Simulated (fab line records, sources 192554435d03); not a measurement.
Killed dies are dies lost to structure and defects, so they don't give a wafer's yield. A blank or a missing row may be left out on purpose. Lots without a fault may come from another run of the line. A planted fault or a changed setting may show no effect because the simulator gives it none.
fab line records | flow n5_finfet | part 2 of 2: steps 5 to 6 of 6
record lots=24 wafers=72 last_day=18
route steps=1938 shown FIN_SAQP@127
lots that met no fault: from a run of the same line without faults
start_h: hours from the record's first day to the start of the lot's first wafer shown | wait_h: hours since the lot's step before | " the same as in the row above | L1.1+2: a row that stands for several wafers | - no value, or no start given | * or withheld: withheld | < > ~ a bound
route shown NAME@n: a module of which the file shows steps, and the number in the route of the first | usual: mean/standard deviation of fault-free wafers | same: alike in all rows | chamber/n: place in a boat | sites: the reading at each site | _std_site: their standard deviation | _edge_site: outer sites' mean less inner sites' | radius_mm: how far each site lies from the wafer's centre | mask NAME#n: copy n | behind: the tool/chamber that last shaped the wafer | hold: why the lot was held/for how many hours/how that ended | device: the transistor (n, p or np) that didn't switch | end of line: the same wafers' tests at the end of the route | a step without rows: its recipe alone | killed: dies lost to structure and defects at the first sort, not the wafer's yield | map: a wafer's dies, x killed, . not, _ none there
set.NAME: the setting as run; set.NAME@STEP: as run at that earlier step | model.NAME: the simulator's own value behind a step, which no gauge read
steps of the route over a sample of lots; a table a step, a row a wafer
services: from which hour (start_h, from the record's first day; less than 0 if before it) a tool's chamber was out of use, for how many hours, and why
## steps
# step N5_FIN_SAQP_MANDREL2_REMOVE_60
# recipe chemistry=HBr/Cl2/O2 bt_time_s=10 target=a-Si stop_on=SiNx endpoint=OES-SiCl over_etch_frac=1 icp_w=600 bias_w=22 HBr_flow_sccm=150 Cl2_flow_sccm=80 O2_flow_sccm=5 pressure_mtorr=10
# usual drypump_motor_current_A=5.8/0.48 oes_product_au=1.000/0.015 throttle_valve_pct=36.71/0.26
# columns lot.wafer tool chamber start_h wait_h drypump_motor_current_A oes_product_au rf_hours_counter_h throttle_valve_pct
L074.1 rie_si-03 3 24.81 0.1 5.7 1.011 26 36.41
L074.2 " 1 " " 6.2 0.978 25 36.74
L074.3 " 2 " " 6.0 0.991 162 36.42
L075.1 rie_si-06 0 30.67 0.1 5.7 1.014 79 36.99
L075.5 " 3 " " 5.4 0.980 - 37.01
L075.6 " 0 " " 5.7 1.013 - 36.99
L076.1 rie_si-03 2 37.19 0.1 6.0 1.001 162 36.43
L076.3 " 1 " " 6.2 1.003 25 36.74
L076.4 " 0 " " 5.8 0.993 71 36.45
L077.1 rie_si-03 2 43.09 0.1 6.0 1.010 162 36.40
L077.5 " 2 " " 6.0 1.010 - 36.43
L077.6 " 1 " " 6.2 1.000 - 36.73
L078.3 rie_si-01 0 50.07 0.1 5.2 0.997 26 36.03
L078.4 " 2 " " 6.5 1.039 4 36.83
L078.6 " 2 " " 6.5 1.039 - 36.85
L079.2 rie_si-06 0 55.76 0.1 5.7 1.019 80 36.99
L079.3 " 1 " " 5.2 0.985 125 36.64
L079.4 " 3 " " 5.4 0.992 0 37.02
L080.1 rie_si-06 3 62.92 0.1 5.4 0.985 1 37.02
L080.3 " 1 " " 5.2 0.969 125 36.64
L080.5 " 0 " " 5.7 1.013 - 36.98
L081.1 rie_si-06 2 68.10 0.1 6.7 0.998 62 36.91
L081.4 " 1 " " 5.2 0.980 125 36.63
L081.6 " 3 " " 5.4 0.982 - 37.04
L082.1 rie_si-06 1 72.85 0.1 5.2 0.981 125 36.63
L082.4 " 2 " " 6.7 1.007 62 36.93
L082.5 " 0 " " 5.6 1.006 - 37.00
L083.2 rie_si-06 2 80.84 0.1 6.7 1.003 62 36.92
L083.5 " 0 " " 5.7 1.006 - 36.98
L083.6 " 1 " " 5.2 0.987 - 36.62
L084.1 rie_si-06 2 85.92 0.1 6.7 1.003 62 36.94
L084.4 " 0 " " 5.7 1.013 80 37.01
L084.5 " 3 " " 5.4 0.988 - 37.02
L085.1 rie_si-06 3 93.93 0.1 5.4 0.985 1 37.02
L085.4 " 0 " " 5.7 1.013 80 36.99
L085.6 " 0 " " 5.7 1.017 - 37.00
L086.1 rie_si-06 2 99.51 0.1 6.7 1.001 62 36.93
L086.4 " 3 " " 5.4 0.986 1 37.02
L086.5 " 1 " " 5.2 0.974 - 36.63
L087.3 rie_si-03 3 103.45 0.1 5.8 1.019 28 36.43
L087.4 " 2 " " 6.0 0.995 164 36.43
L087.6 " 2 " " 6.0 1.006 - 36.42
L088.1 rie_si-06 3 110.78 0.1 5.4 0.988 1 37.04
L088.2 " 0 " " 5.7 1.012 81 37.00
L088.6 " 3 " " 5.4 0.983 - 37.02
L089.1 rie_si-01 1 116.27 0.1 5.8 1.031 3 36.62
L089.2 " 0 " " 5.2 1.003 27 36.05
L089.4 " 2 " " 6.5 1.033 5 36.82
L090.1 rie_si-03 1 121.80 0.1 6.2 0.994 26 36.75
L090.2 " 2 " " 6.0 0.998 164 36.42
L090.3 " 0 " " 5.8 1.001 73 36.49
L091.1 rie_si-06 1 128.73 0.1 5.2 0.983 126 36.63
L091.4 " 2 " " 6.7 1.003 63 36.92
L091.6 " 1 " " 5.2 0.987 - 36.62
L092.1 rie_si-03 1 132.99 0.1 6.2 0.985 27 36.74
L092.2 " 2 " " 6.0 1.005 164 36.43
L092.3 " 0 " " 5.8 1.002 73 36.46
L093.3 rie_si-01 1 138.49 0.1 5.8 1.028 4 36.62
L093.4 " 3 " " 5.0 1.013 11 36.66
L093.6 " 0 " " 5.2 0.981 - 36.05
L094.1 rie_si-03 1 145.08 0.1 6.2 0.993 27 36.74
L094.4 " 0 " " 5.8 1.002 73 36.48
L094.6 " 2 " " 6.0 0.994 - 36.43
L095.2 rie_si-01 2 151.60 0.1 6.5 1.031 6 36.83
L095.3 " 3 " " 5.0 1.011 11 36.68
L095.6 " 3 " " 5.0 1.005 - 36.67
L096.1 rie_si-03 0 157.87 0.1 5.8 0.998 73 36.47
L096.2 " 2 " " 6.0 0.998 165 36.43
L096.5 " 0 " " 5.8 0.998 - 36.48
L097.1 rie_si-06 2 164.58 0.1 6.6 0.986 63 36.91
L097.4 " 0 " " 5.6 0.997 82 36.99
L097.6 " 0 " " 5.7 1.000 - 36.98
# step N5_FIN_SAQP_FIN_ETCH_36
# recipe chemistry=HBr/Cl2/O2 target_depth_a=1200 mask_material=SiNx time_s=50.4 bias_w=102 pressure_mtorr=10 icp_w=800 HBr_flow_sccm=150 Cl2_flow_sccm=80 O2_flow_sccm=12
# usual drypump_motor_current_A=5.8/0.44 oes_product_au=1.002/0.017 throttle_valve_pct=35.94/0.25
# columns lot.wafer tool chamber start_h wait_h drypump_motor_current_A oes_product_au rf_hours_counter_h throttle_valve_pct
L074.1 rie_si-01 3 25.25 0.0 5.0 1.008 9 35.94
L074.2 " 1 " " 5.8 1.020 2 35.95
L074.3 " 2 " " 6.5 1.030 3 36.15
L075.1 rie_si-01 1 31.12 0.0 5.8 1.023 2 35.96
L075.5 " 1 " " 5.8 1.021 - 35.95
L075.6 " 2 " " 6.5 1.035 - 36.15
L076.1 rie_si-06 2 37.64 0.0 6.7 1.004 61 36.24
L076.3 " 1 " " 5.2 0.969 125 35.95
L076.4 " 3 " " 5.4 0.973 0 36.36
L077.1 rie_si-06 1 43.53 0.0 5.2 0.986 125 35.94
L077.5 " 1 " " 5.2 0.978 - 35.96
L077.6 " 0 " " 5.7 1.016 - 36.30
L078.3 rie_si-06 0 50.52 0.0 5.6 1.009 79 36.30
L078.4 " 1 " " 5.2 0.975 125 35.95
L078.6 " 2 " " 6.7 1.016 - 36.23
L079.2 rie_si-03 3 56.24 0.0 5.7 1.028 27 35.72
L079.3 " 2 " " 6.0 1.017 163 35.71
L079.4 " 0 " " 5.8 0.993 71 35.79
L080.1 rie_si-03 1 63.36 0.0 6.2 0.993 25 36.05
L080.3 " 3 " " 5.7 1.022 27 35.73
L080.5 " 1 " " 6.2 0.989 - 36.05
L081.1 rie_si-03 2 68.58 0.0 6.1 0.994 163 35.75
L081.4 " 1 " " 6.2 0.995 25 36.06
L081.6 " 3 " " 5.7 1.015 - 35.72
L082.1 rie_si-06 3 73.30 0.0 5.4 0.984 1 36.35
L082.4 " 0 " " 5.7 1.006 80 36.32
L082.5 " 1 " " 5.2 0.970 - 35.93
L083.2 rie_si-03 2 81.33 0.0 6.0 0.999 163 35.76
L083.5 " 2 " " 6.0 0.999 - 35.73
L083.6 " 3 " " 5.7 1.011 - 35.72
L084.1 rie_si-03 2 86.36 0.0 6.0 1.003 163 35.74
L084.4 " 3 " " 5.8 1.027 27 35.72
L084.5 " 2 " " 6.0 0.996 - 35.73
L085.1 rie_si-01 1 94.38 0.0 5.8 1.038 3 35.94
L085.4 " 3 " " 5.0 1.025 10 35.94
L085.6 " 1 " " 5.8 1.025 - 35.95
L086.1 rie_si-03 1 99.95 0.0 6.2 0.996 26 36.03
L086.4 " 2 " " 6.0 1.015 164 35.74
L086.5 " 0 " " 5.8 0.985 - 35.78
L087.3 rie_si-01 3 103.93 0.0 5.0 1.020 10 35.96
L087.4 " 0 " " 5.2 1.002 27 35.36
L087.6 " 0 " " 5.2 0.992 - 35.36
L088.1 rie_si-03 3 111.23 0.0 5.8 1.020 28 35.71
L088.2 " 1 " " 6.2 0.999 26 36.04
L088.6 " 3 " " 5.7 1.032 - 35.71
L089.1 rie_si-06 3 116.71 0.0 5.4 0.993 2 36.34
L089.2 " 0 " " 5.7 1.012 81 36.29
L089.4 " 2 " " 6.7 1.000 62 36.24
L090.1 rie_si-03 0 122.64 0.0 5.8 0.978 73 35.81
L090.2 " 1 " " 6.2 0.995 26 36.05
L090.3 " 3 " " 5.8 1.024 28 35.74
L091.1 rie_si-03 3 129.20 0.0 5.8 1.032 28 35.69
L091.4 " 0 " " 5.8 0.994 73 35.80
L091.6 " 2 " " 6.0 0.995 - 35.74
L092.1 rie_si-01 3 133.44 0.0 5.0 1.003 11 35.96
L092.2 " 1 " " 5.8 1.018 4 35.97
L092.3 " 2 " " 6.5 1.024 5 36.17
L093.3 rie_si-03 1 138.93 0.0 6.2 0.990 27 36.06
L093.4 " 0 " " 5.8 0.993 73 35.79
L093.6 " 1 " " 6.2 0.998 - 36.06
L094.1 rie_si-06 2 145.52 0.0 6.7 1.008 63 36.23
L094.4 " 3 " " 5.4 0.988 2 36.35
L094.6 " 1 " " 5.2 0.982 - 35.94
L095.2 rie_si-03 0 152.07 0.0 5.8 1.000 73 35.79
L095.3 " 1 " " 6.2 0.996 27 36.05
L095.6 " 3 " " 5.7 1.021 - 35.73
L096.1 rie_si-06 1 158.44 0.0 5.2 0.980 127 35.94
L096.2 " 3 " " 5.4 0.981 2 36.35
L096.5 " 2 " " 6.7 1.014 - 36.24
L097.1 rie_si-03 3 165.04 0.0 5.8 1.022 29 35.72
L097.4 " 2 " " 6.0 0.993 165 35.76
L097.6 " 2 " " 6.0 0.983 - 35.78
## services
# columns tool chamber start_h hours kind
rie_si-06 3 1.98 - clean
rie_si-06 3 1.98 - consumable_replace:esc
rie_si-06 3 1.98 - consumable_replace:focus_ring
rie_si-06 3 1.98 25.8 scheduled_down
rie_si-06 3 1.98 25.8 vent_cycle
rie_diel-04 0 14.69 8.9 repair
rie_diel-04 1 23.63 - clean
rie_diel-04 1 23.63 - consumable_replace:focus_ring
rie_diel-04 1 23.63 - consumable_replace:showerhead
rie_diel-04 1 23.63 22.5 scheduled_down
rie_diel-04 1 23.63 22.5 vent_cycle
rie_diel-04 - 37.53 0.2 repair
rie_diel-04 3 46.17 - clean
rie_diel-04 3 46.17 - consumable_replace:focus_ring
rie_diel-04 3 46.17 - consumable_replace:showerhead
rie_diel-04 3 46.17 21.4 scheduled_down
rie_diel-04 3 46.17 21.4 vent_cycle
rie_diel-01 3 63.15 7.3 repair
rie_diel-03 3 64.49 20.8 repair
rie_diel-03 2 88.25 5.0 repair
rie_diel-03 1 136.58 - clean
rie_diel-03 1 136.58 - consumable_replace:focus_ring
rie_diel-03 1 136.58 23.6 scheduled_down
rie_diel-04 1 154.12 31.9 repair
